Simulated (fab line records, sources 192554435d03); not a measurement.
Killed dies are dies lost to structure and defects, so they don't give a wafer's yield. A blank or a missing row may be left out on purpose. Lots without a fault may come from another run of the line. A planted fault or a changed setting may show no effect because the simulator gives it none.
fab line records | flow n5_finfet
record lots=24 wafers=72 last_day=18
route steps=1938 shown BEOL_M13@1709 BEOL_M15@1806 MIM_TOP@1838
lots that met no fault: from a run of the same line without faults
start_h: hours from the record's first day to the start of the lot's first wafer shown | wait_h: hours since the lot's step before | " the same as in the row above | L1.1+2: a row that stands for several wafers | - no value, or no start given | * or withheld: withheld | < > ~ a bound
route shown NAME@n: a module of which the file shows steps, and the number in the route of the first | usual: mean/standard deviation of fault-free wafers | same: alike in all rows | chamber/n: place in a boat | sites: the reading at each site | _std_site: their standard deviation | _edge_site: outer sites' mean less inner sites' | radius_mm: how far each site lies from the wafer's centre | mask NAME#n: copy n | behind: the tool/chamber that last shaped the wafer | hold: why the lot was held/for how many hours/how that ended | device: the transistor (n, p or np) that didn't switch | end of line: the same wafers' tests at the end of the route | a step without rows: its recipe alone | killed: dies lost to structure and defects at the first sort, not the wafer's yield | map: a wafer's dies, x killed, . not, _ none there
set.NAME: the setting as run; set.NAME@STEP: as run at that earlier step | model.NAME: the simulator's own value behind a step, which no gauge read
steps of the route over a sample of lots; a table a step, a row a wafer
services: from which hour (start_h, from the record's first day; less than 0 if before it) a tool's chamber was out of use, for how many hours, and why
## steps
# step N5_BEOL_M13_ANNEAL_48
# recipe temp_c=225 time_s=90 ambient=N2
# usual anneal_temp_c=224.97/0.17 wafer_temp_C_max=226.1/0.3
# same time_s=90
# columns lot.wafer tool chamber start_h wait_h anneal_temp_c wafer_temp_C_max
L074.4 rtp_anneal-02 0 239.75 0.2 224.91 226.3
L074.5 " 0 " " 224.95 226.6
L074.6 " 0 " " 224.77 226.5
L075.1 rtp_anneal-02 0 250.04 0.9 224.89 225.9
L075.2 " 0 " " 224.93 226.6
L075.6 " 0 " " 224.98 225.9
L076.3 rtp_anneal-01 0 262.37 0.2 225.10 226.1
L076.4 " 0 " " 224.99 225.8
L076.5 " 0 " " 224.97 226.0
L077.2 rtp_anneal-02 0 263.73 0.2 225.03 227.0
L077.3 " 0 " " 224.96 226.7
L077.6 " 0 " " 224.84 226.7
L078.1 rtp_anneal-01 0 271.11 0.6 225.03 225.7
L078.3 " 0 " " 224.95 226.2
L078.6 " 0 " " 225.11 226.0
L079.3 rtp_anneal-01 0 271.74 0.9 224.97 225.7
L079.4 " 0 " " 224.49 226.3
L079.6 " 0 " " 225.33 226.1
L081.1 rtp_anneal-01 0 285.41 0.1 224.71 226.0
L081.3 " 0 " " 224.59 226.0
L081.5 " 0 " " 225.10 225.9
L080.1 rtp_anneal-02 0 290.81 0.1 225.09 226.2
L080.4 " 0 " " 224.94 226.5
L080.5 " 0 " " 225.03 226.3
L083.2 rtp_anneal-02 0 292.46 0.2 224.95 225.9
L083.3 " 0 " " 225.05 226.0
L083.5 " 0 " " 224.68 226.0
L082.1 rtp_anneal-01 0 297.56 0.3 224.97 226.0
L082.2 " 0 " " 224.99 226.0
L082.3 " 0 " " 225.04 226.3
L084.1 rtp_anneal-02 0 310.16 0.4 224.91 226.1
L084.3 " 0 " " 225.01 226.3
L084.6 " 0 " " 225.24 227.0
L085.3 rtp_anneal-02 0 312.27 0.2 224.86 226.2
L085.4 " 0 " " 224.55 226.2
L085.6 " 0 " " 224.79 226.3
L087.2 rtp_anneal-02 0 315.41 0.2 224.78 226.4
L087.5 " 0 " " 224.93 225.9
L087.6 " 0 " " 224.73 225.8
L086.1 rtp_anneal-02 0 324.91 0.1 224.91 226.2
L086.4 " 0 " " 224.94 226.7
L086.5 " 0 " " 224.71 226.3
L088.3 rtp_anneal-02 0 329.86 0.2 224.94 226.3
L088.4 " 0 " " 224.99 225.9
L088.6 " 0 " " 225.05 226.4
L089.3 rtp_anneal-02 0 342.20 0.2 224.77 226.4
L089.4 " 0 " " 224.97 225.7
L089.6 " 0 " " 224.85 226.9
L090.2 rtp_anneal-02 0 352.32 0.2 225.02 226.4
L090.4 " 0 " " 225.07 225.9
L090.6 " 0 " " 224.99 226.0
L093.1 rtp_anneal-02 0 358.98 1.2 225.10 226.6
L093.2 " 0 " " 225.08 226.5
L093.5 " 0 " " 224.88 226.5
L091.1 rtp_anneal-01 0 358.99 1.2 225.26 225.9
L091.3 " 0 " " 224.95 225.9
L091.6 " 0 " " 225.04 226.1
L092.2 rtp_anneal-01 0 363.17 0.4 225.09 226.0
L092.4 " 0 " " 224.81 225.7
L092.6 " 0 " " 225.31 226.0
L096.1 rtp_anneal-02 0 382.10 0.1 224.74 226.5
L096.2 " 0 " " 225.11 226.0
L096.3 " 0 " " 225.06 226.7
L094.1 rtp_anneal-01 0 393.13 0.1 225.09 225.7
L094.2 " 0 " " 224.77 225.9
L094.6 " 0 " " 225.08 225.7
L095.1 rtp_anneal-01 0 396.07 0.1 225.13 225.9
L095.3 " 0 " " 225.15 225.9
L095.5 " 0 " " 225.30 226.0
L097.2 rtp_anneal-02 0 407.16 0.2 224.99 225.9
L097.4 " 0 " " 224.62 226.1
L097.6 " 0 " " 224.86 226.4
# step N5_BEOL_M15_INSPECT_30
# recipe mode=adi inspect_instrument=macro
# usual raw_defect_count=2.0/1.4
# columns lot.wafer tool chamber start_h wait_h raw_defect_count
L074.4 defect_inspect-01 - 247.60 0.0 2
L074.5 " - " " 2
L074.6 " - " " 2
L075.1 defect_inspect-02 - 257.82 0.0 2
L075.2 " - " " 2
L075.6 " - " " 0
L076.3 defect_inspect-02 - 270.02 0.0 3
L076.4 " - " " 2
L076.5 " - " " 1
L077.2 defect_inspect-02 - 273.57 0.0 2
L077.3 " - " " 1
L077.6 " - " " 1
L078.1 defect_inspect-01 - 281.62 0.0 2
L078.3 " - " " 3
L078.6 " - " " 4
L079.3 defect_inspect-01 - 282.26 0.0 1
L079.4 " - " " 3
L079.6 " - " " 2
L081.1 defect_inspect-02 - 297.00 0.0 1
L081.3 " - " " 1
L081.5 " - " " 3
L080.1 defect_inspect-01 - 300.15 0.0 1
L080.4 " - " " 2
L080.5 " - " " 1
L083.2 defect_inspect-02 - 300.28 0.0 1
L083.3 " - " " 1
L083.5 " - " " 3
L082.1 defect_inspect-02 - 305.77 0.0 0
L082.2 " - " " 1
L082.3 " - " " 1
L084.1 defect_inspect-01 - 322.57 0.0 0
L084.3 " - " " 2
L084.6 " - " " 2
L085.3 defect_inspect-01 - 328.68 0.0 1
L085.4 " - " " 1
L085.6 " - " " 0
L087.2 defect_inspect-01 - 332.41 0.0 1
L087.5 " - " " 2
L087.6 " - " " 4
L086.1 defect_inspect-01 - 333.02 0.0 1
L086.4 " - " " 3
L086.5 " - " " 1
L088.3 defect_inspect-02 - 339.86 0.0 3
L088.4 " - " " 1
L088.6 " - " " 2
L089.3 defect_inspect-02 - 350.33 0.0 4
L089.4 " - " " 3
L089.6 " - " " 0
L090.2 defect_inspect-02 - 361.77 0.0 4
L090.4 " - " " 0
L090.6 " - " " 3
L093.1 defect_inspect-02 - 366.45 0.0 3
L093.2 " - " " 1
L093.5 " - " " 2
L091.1 defect_inspect-02 - 367.98 0.0 0
L091.3 " - " " 2
L091.6 " - " " 1
L092.2 defect_inspect-01 - 371.63 0.1 7
L092.4 " - " " 4
L092.6 " - " " 1
L096.1 defect_inspect-01 - 389.92 0.0 4
L096.2 " - " " 0
L096.3 " - " " 0
L094.1 defect_inspect-02 - 401.44 0.0 3
L094.2 " - " " 4
L094.6 " - " " 2
L095.1 defect_inspect-01 - 405.12 0.0 3
L095.3 " - " " 1
L095.5 " - " " 0
L097.2 defect_inspect-02 - 422.13 0.0 2
L097.4 " - " " 1
L097.6 " - " " 5
# step N5_BEOL_M15_DESCUM_33
# recipe chemistry=O2 time_s=7.9 source_power_w=50 bias_power_w=20 pressure_mtorr=20 rf_frequency_hz=2.712e+07 temp_c=40 o2_flow_sccm=225
# usual drypump_motor_current_A=5.7/0.39 o2_flow_sccm=225.0/0.76 oes_product_au=0.80/0.088 rf_vpp_V=243.3/1.4 showerhead_plenum_p_Torr=2.10/0.072 throttle_valve_pct=20.43/0.24
# same time_s=7.9
# columns lot.wafer tool chamber start_h wait_h drypump_motor_current_A o2_flow_sccm oes_product_au rf_hours_counter_h rf_vpp_V showerhead_plenum_p_Torr throttle_valve_pct
L074.4 rie_diel-01 1 247.63 0.0 6.4 224.9 0.85 54 243.5 2.04 20.28
L074.5 " 2 " " 5.6 225.3 0.71 - 243.1 2.06 20.04
L074.6 " 1 " " 6.4 224.8 0.84 - 241.4 2.04 20.27
L075.1 rie_diel-02 0 258.02 0.2 5.9 225.9 0.95 3 244.2 2.22 20.58
L075.2 " 2 " " 5.7 226.6 0.70 218 243.8 2.16 20.62
L075.6 " 0 " " 5.9 224.9 0.95 - 245.6 2.22 20.57
L076.3 rie_diel-06 0 270.06 0.0 5.9 225.1 0.90 24 242.5 2.07 20.40
L076.4 " 2 " " 5.2 224.9 0.70 223 244.6 2.15 20.67
L076.5 " 1 " " 5.5 225.3 0.95 - 244.0 2.07 20.09
L077.2 rie_diel-02 1 273.61 0.0 5.2 225.0 0.73 193 239.3 2.00 20.19
L077.3 " 2 " " 5.8 225.9 0.69 223 244.6 2.16 20.61
L077.6 " 2 " " 5.8 224.5 0.69 - 244.5 2.16 20.61
L078.1 rie_diel-01 0 281.95 0.3 5.4 224.1 0.77 113 242.9 2.12 20.81
L078.3 " 1 " " 6.4 224.0 0.84 64 243.1 2.04 20.30
L078.6 " 3 " " 5.9 226.4 0.78 - 244.6 2.20 20.51
L079.3 rie_diel-02 2 282.46 0.2 5.8 224.7 0.68 227 243.8 2.16 20.62
L079.4 " 2 " " 5.8 225.1 0.69 - 245.2 2.16 20.63
L079.6 " 1 " " 5.2 225.7 0.74 - 239.8 2.00 20.17
L081.1 rie_diel-06 1 297.04 0.0 5.5 224.7 0.94 17 241.7 2.06 20.09
L081.3 " 2 " " 5.2 225.6 0.68 231 243.8 2.15 20.70
L081.5 " 0 " " 5.9 224.0 0.89 - 243.8 2.06 20.41
L080.1 rie_diel-01 0 300.20 0.1 5.4 224.6 0.76 118 242.3 2.12 20.84
L080.4 " 1 " " 6.4 225.3 0.83 70 242.9 2.03 20.31
L080.5 " 3 " " 5.9 225.9 0.79 - 244.6 2.20 20.53
L083.2 rie_diel-01 3 300.49 0.2 5.9 225.9 0.78 137 244.6 2.20 20.52
L083.3 " 1 " " 6.5 226.1 0.83 70 242.5 2.03 20.31
L083.5 " 0 " " 5.3 224.4 0.77 - 244.0 2.12 20.83
L082.1 rie_diel-02 1 305.80 0.0 5.1 225.7 0.73 205 242.1 1.99 20.19
L082.2 " 0 " " 5.9 223.6 0.90 20 243.8 2.22 20.61
L082.3 " 2 " " 5.8 225.0 0.68 236 245.1 2.15 20.64
L084.1 rie_diel-01 0 322.61 0.0 5.4 225.8 0.77 126 243.7 2.12 20.84
L084.3 " 1 " " 6.4 225.2 0.83 75 243.0 2.03 20.32
L084.6 " 3 " " 5.9 225.0 0.78 - 245.9 2.20 20.52
L085.3 rie_diel-02 3 328.71 0.0 6.4 226.1 0.94 12 242.0 2.06 20.25
L085.4 " 0 " " 5.9 225.5 0.89 26 244.5 2.21 20.61
L085.6 " 2 " " 5.8 223.4 0.68 - 243.7 2.15 20.63
L087.2 rie_diel-06 1 332.67 0.3 5.4 224.9 0.91 25 242.6 2.06 20.11
L087.5 " 2 " " 5.2 223.8 0.68 - 244.7 2.14 20.70
L087.6 " 1 " " 5.5 225.3 0.90 - 241.8 2.06 20.11
L086.1 rie_diel-06 3 333.05 0.0 5.5 226.1 0.81 86 244.8 2.11 20.23
L086.4 " 2 " " 5.2 225.9 0.67 - 244.3 2.14 20.71
L086.5 " 3 " " 5.5 224.9 0.81 - 244.2 2.11 20.23
L088.3 rie_diel-02 2 341.40 1.5 5.8 225.7 0.68 247 244.7 2.15 20.66
L088.4 " 0 " " 5.9 225.0 0.89 - 244.0 2.21 20.63
L088.6 " 1 " " 5.2 225.2 0.72 - 241.4 1.99 20.21
L089.3 rie_diel-06 0 350.79 0.4 5.9 224.8 0.86 48 242.4 2.06 20.44
L089.4 " 3 " " 5.5 224.5 0.81 - 243.7 2.11 20.25
L089.6 " 0 " " 5.9 225.6 0.87 - 242.3 2.06 20.45
L090.2 rie_diel-02 1 362.18 0.4 5.2 224.9 0.71 230 240.9 1.99 20.24
L090.4 " 0 " " 5.9 225.3 0.87 - 244.5 2.21 20.64
L090.6 " 1 " " 5.2 224.5 0.71 - 242.7 1.99 20.25
L093.1 rie_diel-06 3 366.48 0.0 5.5 223.9 0.80 100 242.1 2.11 20.24
L093.2 " 0 " " 5.9 225.3 0.85 55 241.1 2.05 20.45
L093.5 " 3 " " 5.5 225.7 0.81 - 243.2 2.11 20.25
L091.1 rie_diel-02 2 368.01 0.0 5.8 224.9 0.67 262 242.9 2.14 20.68
L091.3 " 1 " " 5.1 224.5 0.71 232 241.9 1.99 20.24
L091.6 " 0 " " 5.9 224.7 0.86 - 245.1 2.21 20.65
L092.2 rie_diel-01 0 371.67 0.0 5.4 224.4 0.74 133 243.2 2.11 20.86
L092.4 " 1 " " 6.4 223.8 0.81 80 240.9 2.03 20.32
L092.6 " 0 " " 5.4 224.8 0.74 - 244.0 2.11 20.86
L096.1 rie_diel-02 0 389.95 0.0 5.9 224.8 0.86 50 245.0 2.20 20.65
L096.2 " 3 " " 6.4 225.0 0.92 20 243.9 2.06 20.26
L096.3 " 1 " " 5.2 225.8 0.71 240 240.5 1.98 20.25
L094.1 rie_diel-02 0 401.69 0.2 5.9 225.5 0.85 54 244.5 2.20 20.66
L094.2 " 3 " " 6.4 224.8 0.91 24 242.6 2.06 20.29
L094.6 " 3 " " 6.4 224.5 0.92 - 241.4 2.06 20.26
L095.1 rie_diel-06 2 405.60 0.5 5.2 224.9 0.94 7 243.6 2.14 20.25
L095.3 " 3 " " 5.5 224.9 0.79 112 244.8 2.10 20.27
L095.5 " 2 " " 5.2 224.1 0.95 - 244.1 2.14 20.24
L097.2 rie_diel-01 1 422.17 0.0 6.4 226.8 0.81 96 242.5 2.02 20.35
L097.4 " 2 " " 5.6 225.3 0.68 242 243.5 2.04 20.11
L097.6 " 2 " " 5.6 224.1 0.69 - 242.0 2.04 20.11
# step N5_BEOL_M15_SPUTTER_44
# recipe material=Ta target_thk_a=150 temp_c=50 bias_v=80 power_w=15000 chamber_pressure_pa=0.07 time_s=24.19
# usual bias_v=80.0/0.83 throttle_valve_pct=29.9/1
# same time_s=24.19
# columns lot.wafer tool chamber start_h wait_h bias_v throttle_valve_pct
L074.4 pvd_sputter-01 - 248.97 0.0 79.8 28.7
L074.5 " - " " 79.1 30.3
L074.6 " - " " 78.8 28.3
L075.1 pvd_sputter-01 - 261.95 0.0 81.2 28.6
L075.2 " - " " 79.0 30.4
L075.6 " - " " 79.7 28.5
L076.3 pvd_sputter-03 - 271.12 0.0 80.8 30.2
L076.4 " - " " 79.5 29.6
L076.5 " - " " 80.6 30.3
L077.2 pvd_sputter-01 - 277.83 0.0 79.0 30.1
L077.3 " - " " 80.2 28.6
L077.6 " - " " 78.8 28.5
L078.1 pvd_sputter-02 - 285.02 0.0 79.8 29.6
L078.3 " - " " 80.3 30.0
L078.6 " - " " 80.0 31.2
L079.3 pvd_sputter-01 - 289.39 0.0 80.6 29.2
L079.4 " - " " 78.3 28.6
L079.6 " - " " 80.8 28.3
L081.1 pvd_sputter-02 - 299.30 0.0 80.9 30.2
L081.3 " - " " 80.4 30.6
L081.5 " - " " 81.9 31.1
L080.1 pvd_sputter-03 - 302.23 0.0 80.4 30.2
L080.4 " - " " 80.1 30.5
L080.5 " - " " 80.0 30.0
L083.2 pvd_sputter-02 - 302.82 0.0 80.4 29.9
L083.3 " - " " 79.8 30.9
L083.5 " - " " 80.3 29.6
L082.1 pvd_sputter-02 - 309.32 0.0 79.5 31.6
L082.2 " - " " 80.2 29.9
L082.3 " - " " 79.3 30.7
L084.1 pvd_sputter-01 - 324.23 0.0 78.8 28.3
L084.3 " - " " 80.5 30.3
L084.6 " - " " 80.7 28.3
L085.3 pvd_sputter-02 - 329.81 0.0 79.4 30.8
L085.4 " - " " 80.2 29.5
L085.6 " - " " 79.9 30.8
L087.2 pvd_sputter-01 - 336.43 0.0 77.8 30.2
L087.5 " - " " 78.7 30.3
L087.6 " - " " 81.5 28.3
L086.1 pvd_sputter-03 - 336.48 0.0 79.6 32.1
L086.4 " - " " 80.6 30.8
L086.5 " - " " 80.7 30.2
L088.3 pvd_sputter-01 - 342.83 0.0 79.3 29.4
L088.4 " - " " 80.3 30.3
L088.6 " - " " 79.3 29.8
L089.3 pvd_sputter-03 - 357.21 0.0 80.3 32.1
L089.4 " - " " 79.8 30.0
L089.6 " - " " 79.7 29.6
L090.2 pvd_sputter-01 - 363.77 0.0 80.1 29.4
L090.4 " - " " 80.9 30.4
L090.6 " - " " 79.1 30.5
L093.1 pvd_sputter-01 - 368.25 0.0 80.2 28.3
L093.2 " - " " 79.2 29.3
L093.5 " - " " 80.5 28.4
L091.1 pvd_sputter-02 - 368.82 0.0 81.0 30.8
L091.3 " - " " 80.9 30.0
L091.6 " - " " 78.0 29.8
L092.2 pvd_sputter-02 - 375.76 0.0 79.2 29.8
L092.4 " - " " 79.3 30.7
L092.6 " - " " 80.0 29.6
L096.1 pvd_sputter-02 - 391.94 0.0 80.6 31.1
L096.2 " - " " 80.2 29.5
L096.3 " - " " 79.3 30.4
L094.1 pvd_sputter-01 - 405.27 0.0 80.9 28.5
L094.2 " - " " 80.5 29.5
L094.6 " - " " 80.6 30.4
L095.1 pvd_sputter-01 - 407.25 0.0 80.5 28.7
L095.3 " - " " 80.7 29.2
L095.5 " - " " 80.1 28.4
L097.2 pvd_sputter-02 - 425.68 0.0 79.4 31.5
L097.4 " - " " 80.3 30.8
L097.6 " - " " 80.9 29.8
# step N5_BEOL_M15_SPUTTER_45
# recipe material=Cu target_thk_a=1000 temp_c=-20 bias_v=60 power_w=26000 chamber_pressure_pa=0.13 time_s=16.67
# usual bias_v=60.0/0.63 throttle_valve_pct=29.9/1
# same time_s=16.67
# columns lot.wafer tool chamber start_h wait_h bias_v throttle_valve_pct
L074.4 pvd_sputter-01 - 249.05 0.0 60.1 28.7
L074.5 " - " " 60.2 30.4
L074.6 " - " " 60.4 28.5
L075.1 pvd_sputter-01 - 262.03 0.0 59.5 28.9
L075.2 " - " " 60.6 30.4
L075.6 " - " " 59.6 28.3
L076.3 pvd_sputter-03 - 271.20 0.0 60.4 30.4
L076.4 " - " " 60.2 29.9
L076.5 " - " " 61.0 30.5
L077.2 pvd_sputter-01 - 277.91 0.0 60.5 30.1
L077.3 " - " " 59.6 28.8
L077.6 " - " " 60.3 28.5
L078.1 pvd_sputter-02 - 285.10 0.0 59.9 29.7
L078.3 " - " " 60.1 30.2
L078.6 " - " " 60.4 31.2
L079.3 pvd_sputter-01 - 289.47 0.0 60.7 29.4
L079.4 " - " " 59.4 28.7
L079.6 " - " " 60.0 28.2
L081.1 pvd_sputter-02 - 299.38 0.0 60.2 30.4
L081.3 " - " " 59.6 30.7
L081.5 " - " " 60.4 31.0
L080.1 pvd_sputter-03 - 302.31 0.0 60.6 30.2
L080.4 " - " " 59.4 30.6
L080.5 " - " " 59.8 30.4
L083.2 pvd_sputter-02 - 302.90 0.0 59.7 29.8
L083.3 " - " " 61.3 30.7
L083.5 " - " " 59.8 29.9
L082.1 pvd_sputter-02 - 309.40 0.0 59.9 31.2
L082.2 " - " " 59.5 29.6
L082.3 " - " " 60.5 30.6
L084.1 pvd_sputter-01 - 324.31 0.0 60.1 28.5
L084.3 " - " " 59.3 30.4
L084.6 " - " " 59.9 28.4
L085.3 pvd_sputter-02 - 329.89 0.0 60.0 30.7
L085.4 " - " " 60.3 29.6
L085.6 " - " " 59.2 30.8
L087.2 pvd_sputter-01 - 336.51 0.0 60.2 30.1
L087.5 " - " " 59.7 30.4
L087.6 " - " " 60.2 28.3
L086.1 pvd_sputter-03 - 336.56 0.0 59.6 32.3
L086.4 " - " " 59.8 30.7
L086.5 " - " " 59.8 30.3
L088.3 pvd_sputter-01 - 342.91 0.0 60.1 29.5
L088.4 " - " " 60.7 30.5
L088.6 " - " " 61.3 29.4
L089.3 pvd_sputter-03 - 357.29 0.0 58.8 32.5
L089.4 " - " " 59.5 30.3
L089.6 " - " " 59.9 30.1
L090.2 pvd_sputter-01 - 363.85 0.0 59.5 29.5
L090.4 " - " " 59.7 30.1
L090.6 " - " " 61.0 30.5
L093.1 pvd_sputter-01 - 368.33 0.0 59.9 28.5
L093.2 " - " " 59.4 29.7
L093.5 " - " " 59.4 28.4
L091.1 pvd_sputter-02 - 368.90 0.0 60.1 30.8
L091.3 " - " " 59.7 30.1
L091.6 " - " " 59.6 29.8
L092.2 pvd_sputter-02 - 375.84 0.0 60.3 29.9
L092.4 " - " " 59.9 31.0
L092.6 " - " " 61.2 29.9
L096.1 pvd_sputter-02 - 392.02 0.0 61.0 31.1
L096.2 " - " " 60.7 29.6
L096.3 " - " " 58.7 30.5
L094.1 pvd_sputter-01 - 405.35 0.0 59.2 28.3
L094.2 " - " " 59.1 29.4
L094.6 " - " " 59.5 30.2
L095.1 pvd_sputter-01 - 407.33 0.0 60.8 28.5
L095.3 " - " " 59.8 29.5
L095.5 " - " " 58.4 28.3
L097.2 pvd_sputter-02 - 425.76 0.0 59.3 31.3
L097.4 " - " " 60.8 30.5
L097.6 " - " " 59.6 29.9
# step N5_MIM_TOP_SPUTTER_03
# recipe material=TiN target_thk_a=350 temp_c=200 power_w=3000 chamber_pressure_pa=0.49996 gas=Ar reactive_partial_pa=0.37997 time_s=89.7
# usual throttle_valve_pct=30.1/1.1
# same time_s=89.7
# columns lot.wafer tool chamber start_h wait_h throttle_valve_pct
L074.4 pvd_sputter-02 - 254.26 0.0 31.4
L074.5 " - " " 30.8
L074.6 " - " " 30.1
L075.1 pvd_sputter-02 - 266.10 0.0 30.3
L075.2 " - " " 30.9
L075.6 " - " " 30.3
L076.3 pvd_sputter-02 - 277.68 0.0 29.6
L076.4 " - " " 31.7
L076.5 " - " " 31.3
L077.2 pvd_sputter-02 - 282.32 0.0 29.9
L077.3 " - " " 30.8
L077.6 " - " " 30.3
L078.1 pvd_sputter-01 - 289.99 0.0 28.5
L078.3 " - " " 29.5
L078.6 " - " " 29.2
L079.3 pvd_sputter-01 - 293.18 0.0 28.3
L079.4 " - " " 28.6
L079.6 " - " " 30.4
L081.1 pvd_sputter-03 - 302.55 0.0 29.9
L081.3 " - " " 32.2
L081.5 " - " " 29.8
L080.1 pvd_sputter-01 - 308.76 0.0 29.4
L080.4 " - " " 30.4
L080.5 " - " " 28.4
L083.2 pvd_sputter-02 - 309.08 0.0 31.1
L083.3 " - " " 30.9
L083.5 " - " " 29.7
L082.1 pvd_sputter-03 - 312.82 0.0 30.6
L082.2 " - " " 30.2
L082.3 " - " " 32.4
L084.1 pvd_sputter-02 - 327.12 0.0 31.3
L084.3 " - " " 29.7
L084.6 " - " " 31.5
L085.3 pvd_sputter-01 - 335.71 0.0 30.6
L085.4 " - " " 28.4
L085.6 " - " " 30.4
L087.2 pvd_sputter-02 - 340.05 0.0 30.2
L087.5 " - " " 30.6
L087.6 " - " " 29.7
L086.1 pvd_sputter-02 - 340.43 0.0 30.0
L086.4 " - " " 30.7
L086.5 " - " " 30.8
L088.3 pvd_sputter-03 - 346.88 0.0 30.4
L088.4 " - " " 29.7
L088.6 " - " " 29.6
L089.3 pvd_sputter-01 - 361.91 0.0 29.5
L089.4 " - " " 28.5
L089.6 " - " " 28.5
L090.2 pvd_sputter-03 - 368.30 0.0 30.6
L090.4 " - " " 32.3
L090.6 " - " " 30.4
L091.1 pvd_sputter-01 - 372.13 0.0 30.3
L091.3 " - " " 28.2
L091.6 " - " " 28.5
L093.1 pvd_sputter-01 - 372.37 0.0 28.4
L093.2 " - " " 30.2
L093.5 " - " " 28.4
L092.2 pvd_sputter-03 - 381.06 0.0 30.6
L092.4 " - " " 30.2
L092.6 " - " " 32.4
L096.1 pvd_sputter-03 - 396.08 0.0 29.8
L096.2 " - " " 30.3
L096.3 " - " " 30.4
L094.1 pvd_sputter-03 - 409.75 0.0 29.8
L094.2 " - " " 32.2
L094.6 " - " " 29.7
L095.1 pvd_sputter-01 - 411.56 0.0 28.5
L095.3 " - " " 28.4
L095.5 " - " " 28.2
L097.2 pvd_sputter-01 - 429.48 0.0 29.5
L097.4 " - " " 27.8
L097.6 " - " " 28.7
## services
# columns tool chamber start_h hours kind
rie_diel-02 0 230.12 - clean
rie_diel-02 0 230.12 - consumable_replace:focus_ring
rie_diel-02 0 230.12 - consumable_replace:showerhead
rie_diel-02 0 230.12 22.2 scheduled_down
rie_diel-06 1 250.77 15.2 repair
rie_diel-01 1 306.06 3.2 repair
pvd_sputter-03 - 313.96 11.4 repair
rie_diel-01 2 317.52 13.2 repair
rie_diel-06 1 324.83 6.5 repair
rie_diel-06 0 329.54 6.8 repair
rie_diel-01 - 331.02 28.1 pm
pvd_sputter-01 - 331.34 3.0 repair
pvd_sputter-01 - 337.39 1.7 repair
rie_diel-02 3 337.71 39.6 repair
rie_diel-06 1 347.24 8.0 repair
rie_diel-01 1 364.05 3.9 repair
rie_diel-02 2 370.56 11.4 repair
rie_diel-02 0 374.23 10.2 repair
rie_diel-01 3 376.43 7.4 repair
rie_diel-06 2 390.90 3.9 repair
rie_diel-01 - 407.84 3.0 repair
pvd_sputter-02 - 412.47 7.2 repair
rie_diel-06 3 415.24 19.4 repair
rie_diel-06 0 427.15 10.2 repair
## key
fault none
